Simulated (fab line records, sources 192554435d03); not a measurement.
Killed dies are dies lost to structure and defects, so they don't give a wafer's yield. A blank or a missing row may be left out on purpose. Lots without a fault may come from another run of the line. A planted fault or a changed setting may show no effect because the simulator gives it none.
Which tool did it? | flow n5_finfet | 14 lots, 38 wafers sampled, at 4 steps of a route of 1938

WHAT THE GAUGES READ, wafer by wafer
The record holds no reading of a measuring or inspecting step that can be judged against a usual standard deviation.

WHICH TOOL RAN EACH LOT (tool, then ch and the chambers of the sampled wafers, then the start)
lot  | N5_BEOL_M13_PRE_CLEAN_42     | N5_BEOL_M15_DEP_53              | N5_MIM_TOP_ALD_01                           | N5_PASSIVATION_PROBE_49
L396 | pvd_sputter-02, day 11 20:08 | pecvd-02 ch 1,2, day 12 16:18   | ald_hk-03 ch 1,2, no start                  | -
L399 | pvd_sputter-03, day 12 10:05 | pecvd-01 ch 1,2, day 13 03:08   | ald_hk-03 ch 2,3, no start                  | -
L401 | pvd_sputter-03, day 13 02:19 | pecvd-01 ch 0,2, day 13 17:36   | ald_hk-01 ch 0,1,3, no start                | -
L400 | pvd_sputter-02, day 13 02:59 | pecvd-04 ch 0,1, day 13 18:03   | ald_hk-03 ch 1,3, no start                  | -
L403 | pvd_sputter-03, day 13 05:11 | pecvd-01 ch 0,1,2, day 13 20:41 | ald_hk-02 ch 0,2,3, no start                | -
L406 | pvd_sputter-02, day 13 21:49 | pecvd-01 ch 1,2, day 14 14:26   | ald_hk-01 ch 0,1,2, no start                | -
L407 | pvd_sputter-02, day 14 03:38 | pecvd-01 ch 0,1, day 14 17:23   | ald_hk-02 ch 1,2, day 15 07:51 or earlier   | prober-01, day 15 07:51
L409 | pvd_sputter-02, day 14 16:51 | pecvd-04 ch 0,1,2, day 15 06:53 | ald_hk-03 ch 0,1,2, day 15 22:22 or earlier | prober-02, day 15 22:22
L411 | pvd_sputter-02, day 15 06:47 | pecvd-02 ch 0,1,2, day 15 19:02 | ald_hk-01 ch 0,1,3, day 16 09:38 or earlier | prober-02, day 16 09:38
L413 | pvd_sputter-01, day 16 21:07 | pecvd-02 ch 0,1, day 17 10:41   | ald_hk-01 ch 1,2, no start                  | -
L415 | pvd_sputter-03, day 17 05:45 | pecvd-01 ch 1, day 18 00:14     | ald_hk-03 ch 0,2, no start                  | -
L414 | pvd_sputter-03, day 17 06:38 | pecvd-04 ch 0,2, day 18 00:53   | ald_hk-02 ch 1,2, no start                  | -
L418 | pvd_sputter-02, day 18 11:07 | pecvd-01 ch 1, day 19 00:42     | ald_hk-02 ch 2,3, no start                  | -
L419 | pvd_sputter-03, day 18 11:11 | pecvd-04 ch 0,2, day 19 00:55   | ald_hk-03 ch 1,3, no start                  | -
- N5_BEOL_M13_PRE_CLEAN_42: time 30 s.
- N5_BEOL_M15_DEP_53: deposits SiCN from 3MS/NH3, target thk 50 nm, time 17.8 s.
- N5_MIM_TOP_ALD_01: deposits HfO2, target thk 5.6 nm, pulse time 1 s, purge time 3 s.
- N5_PASSIVATION_PROBE_49

WHAT THE TOOLS THEMSELVES READ (means of the sampled wafers that have a number; where no wafer has one, the mark that the record gives instead)
N5_BEOL_M13_PRE_CLEAN_42.
lot  | tool           | heater_power_w (W)
L396 | pvd_sputter-02 | 354
L399 | pvd_sputter-03 | 333
L401 | pvd_sputter-03 | 308
L400 | pvd_sputter-02 | 356
L403 | pvd_sputter-03 | 310
L406 | pvd_sputter-02 | 335
L407 | pvd_sputter-02 | 338
L409 | pvd_sputter-02 | 325
L411 | pvd_sputter-02 | 333
L413 | pvd_sputter-01 | 317
L415 | pvd_sputter-03 | 300
L414 | pvd_sputter-03 | 341
L418 | pvd_sputter-02 | 316
L419 | pvd_sputter-03 | 314

N5_BEOL_M15_DEP_53.
lot  | tool     | showerhead_plenum_p_Torr (Torr) | throttle_valve_pct (%)
L396 | pecvd-02 | 4.173                           | 17.8
L399 | pecvd-01 | 4.183                           | 18.0
L401 | pecvd-01 | 4.142                           | 18.3
L400 | pecvd-04 | 4.135                           | 19.9
L403 | pecvd-01 | 4.160                           | 18.0
L406 | pecvd-01 | 4.179                           | 18.0
L407 | pecvd-01 | 4.163                           | 18.3
L409 | pecvd-04 | 4.162                           | 18.9
L411 | pecvd-02 | 4.169                           | 18.1
L413 | pecvd-02 | 4.169                           | 18.5
L415 | pecvd-01 | 4.181                           | 17.9
L414 | pecvd-04 | 4.140                           | 19.3
L418 | pecvd-01 | 4.175                           | 18.2
L419 | pecvd-04 | 4.147                           | 18.9

N5_MIM_TOP_ALD_01.
lot  | tool      | precursor_pulse_height_rel
L396 | ald_hk-03 | 1.007
L399 | ald_hk-03 | 1.003
L401 | ald_hk-01 | 1.024
L400 | ald_hk-03 | 0.990
L403 | ald_hk-02 | 1.010
L406 | ald_hk-01 | 0.988
L407 | ald_hk-02 | 1.001
L409 | ald_hk-03 | 1.004
L411 | ald_hk-01 | 0.980
L413 | ald_hk-01 | 1.010
L415 | ald_hk-03 | 0.988
L414 | ald_hk-02 | 1.000
L418 | ald_hk-02 | 0.982
L419 | ald_hk-03 | 0.993

N5_PASSIVATION_PROBE_49.
lot  | tool      | defect_limited_yield (%) | killed_at_M0_to_M3 | killed_at_M4_up | killed_at_contacts | killed_at_front_end | killed_at_other | killed_dies | killed_open | killed_short | sort_bin_4_leakage (%) | sort_bin_5_function (%) | sort_bin_6_memory (%) | sort_n_pass | sort_yield_pct (%)
L407 | prober-01 | 82.3                     | 35                 | 127             | 10                 | 30                  | 6.7             | 209         | 62          | 28           | 0.00                   | 11.5                    | 3.9                   | 971         | 82.3
L409 | prober-02 | 80.2                     | 40                 | 131             | 15                 | 41                  | 6.0             | 234         | 74          | 46           | 0.00                   | 13.4                    | 4.3                   | 946         | 80.2
L411 | prober-02 | 83.9                     | 22                 | 127             | 9                  | 31                  | 1.0             | 191         | 52          | 24           | 0.00                   | 10.6                    | 3.7                   | 989         | 83.9

THE ANSWER, worked out from the rows above alone
Rule: what is usual is taken from the lots themselves. Put in order of their means at a reading, lots are off if they are a third of the lots or fewer, leave a main group of 4 or more, and stand apart from it by a gap of 3 or more times the standard deviation of the main group's means; of several such gaps the widest counts. A main group whose means are all the same, to the digits that the tables above print for the reading, isn't used. A lot without any number at a reading at which 4 lots or more have one is off too. The other lots that the step has rows for count as sound. The gauges are gone through in route order, then the tools' own readings, and for those a lot's mean is taken as printed above. The first step at which some lot is off is used, and at that step the reading that is off furthest; a lot without a number counts as furthest.
No lot is off at any reading shown: from this, nothing can be told.

WHAT THE SIMULATOR HAD PUT IN
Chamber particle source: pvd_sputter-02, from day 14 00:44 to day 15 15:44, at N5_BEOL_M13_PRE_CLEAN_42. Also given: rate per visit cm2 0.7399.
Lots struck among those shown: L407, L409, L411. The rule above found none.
